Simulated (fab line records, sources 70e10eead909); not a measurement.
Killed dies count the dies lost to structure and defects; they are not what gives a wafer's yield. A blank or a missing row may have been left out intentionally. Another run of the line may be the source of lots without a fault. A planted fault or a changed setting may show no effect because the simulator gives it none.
Matching of chambers | flow nand harc | NHARC_P_CONTACT_ALD_22 on ald metal-03 has 4 sister chambers
The step deposits TiN, target thk 3 nm, pulse time 1 s, ald cycles 150. 14 wafers are shown with their chamber, then 7 later ones without.

## WAFERS WITH THEIR CHAMBER
wafer  | chamber | heater power w (W) | precursor pulse height rel
L343.2 | 3       | 1071               | 1.025
L343.5 | 0       | 1019               | 1.008
L343.6 | 3       | 1056               | 0.959
L345.2 | 2       | 1059               | 1.006
L345.3 | 3       | 1046               | 0.971
L345.6 | 1       | 1090               | 0.989
L348.1 | 0       | 972                | 0.985
L348.3 | 1       | 1103               | 0.986
L348.5 | 2       | 1037               | 1.003
L356.4 | 3       | 1014               | 0.984
L356.5 | 0       | 987                | 0.975
L356.6 | 1       | 1004               | 0.964
L359.3 | 3       | 1029               | 1.037
L359.4 | 1       | 1021               | 0.978

SIGNATURES (averages over the wafers above)
reading                    | chamber 0 | chamber 1 | chamber 2 | chamber 3 | scatter within a chamber
heater power w             | 992.67    | 1054.50   | 1048.00   | 1043.20   | 32.7
precursor pulse height rel | 0.98933   | 0.97925   | 1.00450   | 0.99520   | 0.0237
Rule: distance of a wafer from a chamber = root of the sum over the readings of ((wafer's reading minus chamber's mean) / reading's scatter) squared. The wafer belongs to the nearest chamber; if the next one is less than 2 further off, it can't be placed. The scatter: the root of (the sum of the squares of (reading less its chamber's mean) over the shown wafers, divided by (wafers less chambers)).

## WAFERS WITHOUT THEIR CHAMBER
wafer  | heater power w (W) | precursor pulse height rel
L359.6 | 1043               | 0.985
L360.1 | 1044               | 1.005
L360.2 | 1033               | 1.008
L360.3 | 1051               | 0.973
L363.2 | 962                | 0.995
L363.3 | 1062               | 1.002
L363.6 | 1010               | 0.966

## CHAMBER TAKEN BY EACH
wafer  | from the rows above               | in truth
L359.6 | can't be placed: 1 or 3 or 2 or 0 | 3
L360.1 | can't be placed: 2 or 3 or 1 or 0 | 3
L360.2 | can't be placed: 2 or 3 or 1 or 0 | 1
L360.3 | can't be placed: 1 or 3 or 2 or 0 | 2
L363.2 | can't be placed: 0 or 3 or 2 or 1 | 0
L363.3 | can't be placed: 2 or 3 or 1 or 0 | 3
L363.6 | can't be placed: 0 or 1 or 3 or 2 | 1
Correctly placed: 0 of 7. From these rows, 7 cannot be placed; in 7 the true chamber is one of the candidates. Number placed wrongly: 0.
